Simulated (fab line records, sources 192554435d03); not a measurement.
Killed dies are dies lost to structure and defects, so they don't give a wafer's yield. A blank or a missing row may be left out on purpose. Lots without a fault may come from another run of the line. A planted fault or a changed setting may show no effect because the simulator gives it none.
Chamber matching | flow n5_finfet | N5_BEOL_M14_DESCUM_33 on rie_diel-06: 4 sister chambers
The step chemistry O2, time 7.9 s. 18 wafers are shown with their chamber, then 9 later ones without.

WAFERS WITH THEIR CHAMBER
wafer  | chamber | drypump_motor_current_A (A) | throttle_valve_pct (%) | oes_product_au (a.u.)
L075.1 | 1       | 6.2                         | 20.46                  | 0.86
L075.4 | 2       | 5.5                         | 20.75                  | 0.72
L075.5 | 1       | 6.2                         | 20.47                  | 0.86
L078.1 | 0       | 5.7                         | 20.12                  | 0.91
L078.5 | 0       | 5.7                         | 20.11                  | 0.91
L078.6 | 2       | 5.5                         | 20.75                  | 0.72
L079.1 | 1       | 6.2                         | 20.50                  | 0.86
L079.4 | 3       | 5.5                         | 20.35                  | 0.81
L079.5 | 1       | 6.2                         | 20.48                  | 0.85
L088.4 | 0       | 5.7                         | 20.17                  | 0.87
L088.5 | 2       | 5.5                         | 20.82                  | 0.71
L088.6 | 1       | 6.2                         | 20.52                  | 0.83
L085.1 | 1       | 6.2                         | 20.52                  | 0.84
L085.4 | 3       | 5.5                         | 20.37                  | 0.79
L085.5 | 2       | 5.5                         | 20.80                  | 0.71
L087.1 | 1       | 6.2                         | 20.51                  | 0.82
L087.5 | 0       | 5.6                         | 20.17                  | 0.87
L087.6 | 3       | 5.5                         | 20.40                  | 0.78

SIGNATURES (means of the wafers above)
reading                 | chamber 0 | chamber 1 | chamber 2 | chamber 3 | scatter within a chamber
drypump_motor_current_A | 5.675     | 6.200     | 5.500     | 5.500     | 0.0231
throttle_valve_pct      | 20.1425   | 20.4943   | 20.7800   | 20.3733   | 0.0289
oes_product_au          | 0.8900    | 0.8457    | 0.7150    | 0.7933    | 0.0163
Rule: a wafer's distance from a chamber is the root of the sum, over the readings, of the square of ((its reading less the chamber's mean) divided by the reading's scatter). The wafer belongs to the nearest chamber; if the next one is less than 2 further off, it can't be placed. The scatter: the root of (the sum of the squares of (reading less its chamber's mean) over the shown wafers, divided by (wafers less chambers)).

WAFERS WITHOUT THEIR CHAMBER
wafer  | drypump_motor_current_A (A) | throttle_valve_pct (%) | oes_product_au (a.u.)
L090.4 | 5.5                         | 20.39                  | 0.80
L090.5 | 5.5                         | 20.39                  | 0.79
L090.6 | 5.5                         | 20.81                  | 0.71
L097.3 | 6.1                         | 20.53                  | 0.81
L097.4 | 5.7                         | 20.19                  | 0.85
L097.5 | 5.5                         | 20.39                  | 0.78
L095.2 | 5.7                         | 20.18                  | 0.85
L095.5 | 5.5                         | 20.41                  | 0.77
L095.6 | 5.8                         | 20.19                  | 0.84

WHICH CHAMBER EACH WENT THROUGH
wafer  | from the rows above | in truth
L090.4 | 3                   | 3
L090.5 | 3                   | 3
L090.6 | 2                   | 2
L097.3 | 1                   | 1
L097.4 | 0                   | 0
L097.5 | 3                   | 3
L095.2 | 0                   | 0
L095.5 | 3                   | 3
L095.6 | 0                   | 0
Placed correctly: 9 of 9. Can't be placed from these rows: 0. Placed wrongly: 0.
